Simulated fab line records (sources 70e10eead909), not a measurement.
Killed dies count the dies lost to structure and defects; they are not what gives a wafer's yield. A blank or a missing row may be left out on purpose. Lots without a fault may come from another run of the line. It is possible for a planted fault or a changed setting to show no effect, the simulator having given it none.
fab line records | flow nand-harc
record: lots: 5 wafers: 15 last-day: 25
route steps=1159 shown P_GATE@185 END@1159
lots that met no fault: from a run of the same line without faults
start-h: hours from the record's opening day to when the first of the lot's shown wafers began | wait-h: hours from the lot's prior step to this one | " as in the row above | L1.1+2: a row that stands for several wafers | - no value, or no start was given | * or withheld: withheld | < > ~ a bound
route shown NAME@n: NAME is a module with steps in the file, n the number in the route of the first one | usual: mean and standard deviation over wafers with no fault | same: alike in all rows | chamber/n: place in a boat | sites: each site's reading | _std_site: standard deviation of those values | _edge_site: outer sites' mean less inner sites' | radius-mm: for every site, how far away it sits from the centre of the wafer | mask NAME#n: copy n | behind: the tool/chamber that last shaped the wafer | hold: cause of the lot's hold/its duration in hours/its outcome | device: transistor that didn't switch, given as n, p or np | end of line: tests run on the same wafers once the route is complete | step lacking rows: just its recipe | killed: dies lost to structure and defects at the first sort, not the wafer's yield | map: per-die view of a wafer (x killed, . not killed, _ where there is no die)
set.NAME: the setting the step ran with; set.NAME@STEP: the setting that earlier step ran with | model.NAME: the simulator's own value behind a step, which no gauge read
a table for each step, a row for each wafer; lots at some steps of the route
services: when a tool's chamber went out of use (start-h, in hours from the record's first day, below 0 if earlier), for how many hours, and the reason
== steps ==
step: NHARC_P_GATE_CD_MEAS_59
recipe: target-cd-nm: 720 landing-energy-ev: 500
usual: cd-nm: 719.2/1.3
same: landing-energy-ev: 500
columns lot.wafer tool chamber start-h wait-h cd-nm
L502.1 cd-sem-03 0 120.51 - 719.7
L502.2 " 0 " " 720.7
L502.5 " 0 " " 720.6
L511.3 cd-sem-03 0 184.02 - 720.8
L511.5 " 0 " " 721.4
L511.6 " 0 " " 720.1
L516.1 cd-sem-01 0 205.26 - 719.0
L516.3 " 0 " " 718.8
L516.5 " 0 " " 718.0
L520.1 cd-sem-01 0 230.20 - 719.8
L520.3 " 0 " " 720.4
L520.4 " 0 " " 718.4
L521.1 cd-sem-02 0 239.10 - 717.6
L521.2 " 0 " " 718.9
L521.6 " 0 " " 718.5
step: NHARC_P_GATE_HARDBAKE_60
recipe: temp-c: 125 time-s: 80
step: NHARC_P_GATE_DESCUM_61
recipe: time-s: 3 o2-flow-sccm: 200 ar-flow-sccm: 0 bias-power-w: 0 chemistry: O2
usual: drypump-motor-current-A: 5.4/0.53 oes-product-au: 0.999/0.0077 rf-vpp-V: 58.0/0.93 showerhead-plenum-p-Torr: 1.94/0.075 throttle-valve-pct: 11.311/0.0094
same: time-s: 3
columns lot.wafer tool chamber start-h wait-h drypump-motor-current-A oes-product-au rf-hours-counter-h rf-vpp-V showerhead-plenum-p-Torr throttle-valve-pct
L502.1 rie-diel-07 2 120.67 - 5.0 1.005 10 59.2 1.98 11.308
L502.2 " 3 " " 5.0 0.999 11 58.3 1.86 11.312
L502.5 " 3 " " 5.1 1.012 - 57.2 1.86 11.307
L511.3 rie-diel-08 2 184.20 - 5.2 1.004 23 59.6 2.07 11.306
L511.6 " 0 " " 5.9 1.002 - 56.8 1.80 11.312
L511.5 " 1 " " 6.4 1.001 - 58.2 1.86 11.315
L516.1 rie-diel-07 1 205.75 - 5.0 1.000 25 58.3 2.01 11.327
L516.3 " 2 " " 5.0 1.021 21 58.5 1.97 11.315
L516.5 " 0 " " 5.3 0.991 - 58.8 1.98 11.295
L520.3 rie-diel-04 0 230.39 - 5.9 0.998 41 58.4 1.97 11.319
L520.1 " 1 " " 5.0 0.995 43 58.0 1.90 11.306
L520.4 " 1 " " 5.0 1.000 - 57.0 1.90 11.307
L521.1 rie-diel-07 1 239.28 - 5.0 0.999 1 58.8 2.01 11.321
L521.2 " 2 " " 5.0 1.001 1 57.6 1.97 11.301
L521.6 " 0 " " 5.3 0.988 - 57.8 1.98 11.310
step: NHARC_P_GATE_IMPLANT_62
recipe: energy-kev: 20 dose-cm2: 3e+15 tilt-deg: 7
step: NHARC_P_GATE_STRIP_112
recipe: power-w: 1500 temp-c: 110 time-s: 200 chemistry: N2/H2
usual: drypump-motor-current-A: 5.8/0.47 heater-power-w: 90/6.9
same: time-s: 200
columns lot.wafer tool chamber start-h wait-h drypump-motor-current-A heater-power-w rf-hours-counter-h
L502.1 plasma-asher-02 1 121.03 0.2 5.3 94 36
L502.2 " 0 " " 5.9 89 36
L502.5 " 0 " " 5.8 92 -
L511.3 plasma-asher-01 0 184.91 0.5 6.7 86 -
L511.6 " 1 " " 5.7 80 -
L511.5 " 0 " " 6.7 87 -
L516.1 plasma-asher-02 0 206.10 0.2 5.8 90 5
L516.3 " 0 " " 5.8 89 -
L516.5 " 0 " " 5.8 90 -
L520.1 plasma-asher-01 1 230.78 0.2 5.8 79 45
L520.3 " 1 " " 5.8 78 -
L520.4 " 0 " " 6.6 88 -
L521.1 plasma-asher-02 1 239.64 0.2 5.3 103 15
L521.2 " 0 " " 5.8 93 15
L521.6 " 1 " " 5.3 102 -
step: NHARC_P_GATE_STRIP_76
recipe: power-w: 1500 temp-c: 250 chemistry: O2
usual: drypump-motor-current-A: 5.8/0.47 heater-power-w: 337/26
columns lot.wafer tool chamber start-h wait-h drypump-motor-current-A heater-power-w rf-hours-counter-h
L502.1 plasma-asher-02 1 121.30 0.2 5.3 345 37
L502.2 " 0 " " 5.8 339 37
L502.5 " 0 " " 5.8 338 -
L511.3 plasma-asher-01 0 185.08 0.1 6.6 322 -
L511.6 " 1 " " 5.8 305 -
L511.5 " 0 " " 6.6 329 -
L516.1 plasma-asher-02 0 206.37 0.2 5.8 346 6
L516.3 " 0 " " 5.8 344 -
L516.5 " 0 " " 5.8 343 -
L520.1 plasma-asher-01 1 231.04 0.2 5.8 295 45
L520.3 " 1 " " 5.7 300 -
L520.4 " 0 " " 6.7 344 -
L521.1 plasma-asher-02 1 239.90 0.2 5.3 386 16
L521.2 " 0 " " 5.8 340 16
L521.6 " 1 " " 5.3 386 -
step: NHARC_P_GATE_STRIP_63
recipe: time-s: 900 temp-c: 130 chemistry: SPM
step: NHARC_P_GATE_DEHYDRATE_83
recipe: temp-c: 150 time-s: 120
step: NHARC_P_GATE_HMDS_84
recipe: time-s: 30
step: NHARC_P_GATE_COAT_85
recipe: spin-rpm: 3000
step: NHARC_P_GATE_SOFTBAKE_86
recipe: temp-c: 122 time-s: 95
step: NHARC_P_GATE_EBR_87
step: NHARC_P_GATE_EXPOSE_88
recipe: na: 0.6 target-cd-nm: 2000 dose-mj: 11.87 mask-id: P_HVN
columns lot.wafer tool chamber start-h wait-h mask
L502.1+2+5 krf-scanner-04 0 122.06 - P_HVN#0
L511.3+5+6 krf-scanner-04 0 185.83 - P_PSD#0
L516.1+3+5 krf-scanner-01 0 207.13 - P_HVN#0
L520.1+3+4 krf-scanner-04 0 231.80 - P_HVN#0
L521.1+2+6 krf-scanner-01 0 240.66 - P_HVN#0
step: NHARC_P_GATE_PEB_89
recipe: peb-temp-c: 118 peb-time-s: 85
step: NHARC_P_GATE_DEVELOP_90
recipe: time-s: 70
step: NHARC_P_GATE_CD_MEAS_91
recipe: target-cd-nm: 2000 landing-energy-ev: 500
usual: cd-nm: 2000.1/1.5
same: landing-energy-ev: 500
columns lot.wafer tool chamber start-h wait-h cd-nm
L502.1 cd-sem-01 0 122.22 - 1999.9
L502.2 " 0 " " 1998.4
L502.5 " 0 " " 2000.0
L511.3 cd-sem-03 0 185.98 - -
L511.5 " 0 " " -
L511.6 " 0 " " -
L516.1 cd-sem-02 0 207.29 - 1999.8
L516.3 " 0 " " 2001.1
L516.5 " 0 " " 2001.4
L520.1 cd-sem-02 0 231.96 - 2001.9
L520.3 " 0 " " 1999.9
L520.4 " 0 " " 2000.9
L521.1 cd-sem-01 0 240.82 - 1999.1
L521.2 " 0 " " 1998.1
L521.6 " 0 " " 1999.5
step: NHARC_P_GATE_HARDBAKE_92
recipe: temp-c: 125 time-s: 80
step: NHARC_END_SORT_01
recipe: temp-c: 25
usual: killed-at-array: 27/11 killed-at-other: 0.7/0.93 killed-at-periphery: 2.9/1.9 killed-dies: 30/11 killed-open: 3.1/1.7 killed-short: 1.9/1.3
same: gross-dies: 677
columns lot.wafer tool chamber start-h wait-h killed-at-array killed-at-other killed-at-periphery killed-dies killed-open killed-short
L511.3 prober-02 0 508.08 3.1 33 0 644 677 2 0
L511.5 prober-02 0 509.66 3.7 25 1 651 677 1 2
L511.6 prober-02 0 510.44 3.9 35 0 642 677 4 3
L520.1 prober-01 0 567.56 2.5 31 3 3 37 5 1
L520.3 prober-01 0 569.17 3.1 26 0 4 30 3 1
L520.4 prober-01 0 569.97 3.4 29 1 5 35 3 1
killed by level:class
L511.3 P_GATE:area-expose=643 A_CHANNEL_HOLE_D1:chamber-film-flake=19 A_SGD_CUT:chamber-film-flake=8 A_CONTACT:chamber-film-flake=2 P_M0:geometric-particle:open=1 A_M0:geometric-particle:open=1 A_ZERO_WELL:chamber-film-flake=1 A_STAIRCASE:chamber-film-flake=1
L511.5 P_GATE:area-expose=647 A_CHANNEL_HOLE_D1:chamber-film-flake=15 P_GATE:chamber-film-flake=3 A_CONTACT:chamber-film-flake=3 A_SGD_CUT:chamber-film-flake=2 A_ONON_D1:geometric-particle:open=1 A_ONON_D1:geometric-particle:short=1 A_WL_FILL:geometric-particle:short=1
L511.6 P_GATE:area-expose=640 A_CHANNEL_HOLE_D1:chamber-film-flake=21 A_SGD_CUT:chamber-film-flake=4 A_CHANNEL_FILL_D1:geometric-particle:short=2 A_CONTACT:geometric-particle:open=2 A_ZERO_WELL:chamber-film-flake=2 A_CONTACT:chamber-film-flake=2 P_M0:geometric-particle:open=1
L520.1 A_CHANNEL_HOLE_D1:chamber-film-flake=25 P_M0:geometric-particle:open=2 A_CHANNEL_FILL_D1:chamber-film-flake=2 THIN_TSV:chamber-film-flake=2 A_ONON_D1:geometric-particle:open=1 A_CHANNEL_FILL_D1:geometric-particle:open=1 A_SGD_CUT:geometric-particle:short=1 STARTING-WAFER:geometric-particle:open=1
L520.3 A_CHANNEL_HOLE_D1:chamber-film-flake=21 P_M0:geometric-particle:short=1 P_M0:geometric-particle:open=1 A_ONON_D1:geometric-particle:open=1 A_CHANNEL_FILL_D1:geometric-particle:open=1 P_STI:chamber-film-flake=1 P_BONDPAD:chamber-film-flake=1 A_CHANNEL_FILL_D1:chamber-film-flake=1
L520.4 A_CHANNEL_HOLE_D1:chamber-film-flake=20 P_STI:chamber-film-flake=4 A_CHANNEL_FILL_D1:chamber-film-flake=3 A_CHANNEL_FILL_D1:geometric-particle:open=2 A_WL_FILL:chamber-film-flake=2 A_CONTACT:chamber-film-flake=2 P_CONTACT:geometric-particle:short=1 STARTING-WAFER:geometric-particle:open=1
map L511.3 (x killed, . not)
____________x____________
_________xxxxxxx_________
_______xxxxxxxxxxx_______
______xxxxxxxxxxxxx______
_____xxxxxxxxxxxxxxx_____
____xxxxxxxxxxxxxxxxx____
____xxxxxxxxxxxxxxxxx____
___xxxxxxxxxxxxxxxxxxx___
___xxxxxxxxxxxxxxxxxxx___
__xxxxxxxxxxxxxxxxxxxxx__
__xxxxxxxxxxxxxxxxxxxxx__
_xxxxxxxxxxxxxxxxxxxxxxx_
_xxxxxxxxxxxxxxxxxxxxxxx_
_xxxxxxxxxxxxxxxxxxxxxxx_
_xxxxxxxxxxxxxxxxxxxxxxx_
_xxxxxxxxxxxxxxxxxxxxxxx_
xxxxxxxxxxxxxxxxxxxxxxxxx
xxxxxxxxxxxxxxxxxxxxxxxxx
xxxxxxxxxxxxxxxxxxxxxxxxx
xxxxxxxxxxxxxxxxxxxxxxxxx
xxxxxxxxxxxxxxxxxxxxxxxxx
_xxxxxxxxxxxxxxxxxxxxxxx_
_xxxxxxxxxxxxxxxxxxxxxxx_
_xxxxxxxxxxxxxxxxxxxxxxx_
_xxxxxxxxxxxxxxxxxxxxxxx_
_xxxxxxxxxxxxxxxxxxxxxxx_
__xxxxxxxxxxxxxxxxxxxxx__
__xxxxxxxxxxxxxxxxxxxxx__
___xxxxxxxxxxxxxxxxxxx___
___xxxxxxxxxxxxxxxxxxx___
____xxxxxxxxxxxxxxxxx____
____xxxxxxxxxxxxxxxxx____
_____xxxxxxxxxxxxxxx_____
______xxxxxxxxxxxxx______
_______xxxxxxxxxxx_______
_________xxxxxxx_________
____________x____________
map L502.1 (x killed, . not)
____________.____________
_________......._________
_______..x........_______
______.............______
_____..............._____
____.................____
____.................____
___...................___
___.x.................___
__.....................__
__.....................__
_.....xxx.....x........._
_..x..x......x.........._
_............x.........._
_.................x....._
_.x................x...._
.x....x..................
.......x.....x...........
x.............x..........
.........................
.........................
_.x....................._
_......................._
_x...................x.._
_.....x................._
_.....x................._
__.....................__
__.....................__
___...................___
___..................x___
____.................____
____.x...............____
_____..............._____
______.............______
_______..........._______
_________......._________
____________.____________
== services ==
columns tool chamber start-h hours kind
plasma-asher-01 - 99.05 9.0 pm
plasma-asher-01 0 99.05 9.0 vent-cycle
plasma-asher-01 1 99.05 9.0 vent-cycle
plasma-asher-01 0 108.05 - clean
rie-diel-07 3 108.64 10.0 repair
rie-diel-04 - 111.99 9.0 pm
rie-diel-07 2 112.09 6.9 repair
rie-diel-08 - 124.93 9.0 pm
krf-scanner-04 - 126.00 4.0 pm
rie-diel-07 2 136.51 10.7 repair
rie-diel-07 3 168.76 12.6 repair
krf-scanner-04 - 176.33 0.4 repair
plasma-asher-02 - 183.08 9.0 pm
plasma-asher-02 0 183.08 9.0 vent-cycle
plasma-asher-02 1 183.08 9.0 vent-cycle
rie-diel-07 1 187.53 10.0 repair
rie-diel-04 2 190.99 3.0 repair
plasma-asher-02 0 192.08 - clean
plasma-asher-02 1 192.08 - clean
plasma-asher-02 - 200.75 1.5 repair
krf-scanner-01 - 218.27 5.0 repair
rie-diel-07 - 228.20 9.0 pm
krf-scanner-01 - 229.22 0.4 repair
rie-diel-04 2 230.12 1.6 repair
== key ==
first-sign: step: NHARC_P_GATE_EXPOSE_88 reading: mask direction: changed
effect: step: NHARC_P_GATE_CD_MEAS_91 reading: cd-nm direction: missing
effect: step: NHARC_END_SORT_01 reading: killed-at-periphery direction: up sigmas: 99+ usual: 2.9 struck: 645.7
more-kills-born-at: NHARC_P_GATE_EXPOSE_88@krf-scanner-04: 1930
met-at NHARC_P_GATE_EXPOSE_88
struck-wafers L511.3,L511.5,L511.6
later-rows-left-out L511.3,L511.5,L511.6
tester-left-out L511
onset-between 122.06 185.83
fault: kind: wrong-mask tool: any chamber: - onset-h: 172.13 steps: NHARC_P_GATE_EXPOSE_88 aux-copy: P_PSD#0 scope: struck-lots-only
tester-left-out: of these lots the tester's yield and bins aren't shown, on N5 and GAA mostly nor the transistor test; their killed dies are dies lost to structure and defects alone, not to doping, threshold or leakage, so they don't give the yield
later-rows-left-out: the simulator's readings of these wafers behind a module that went badly wrong aren't trusted and aren't shown, but for the sort
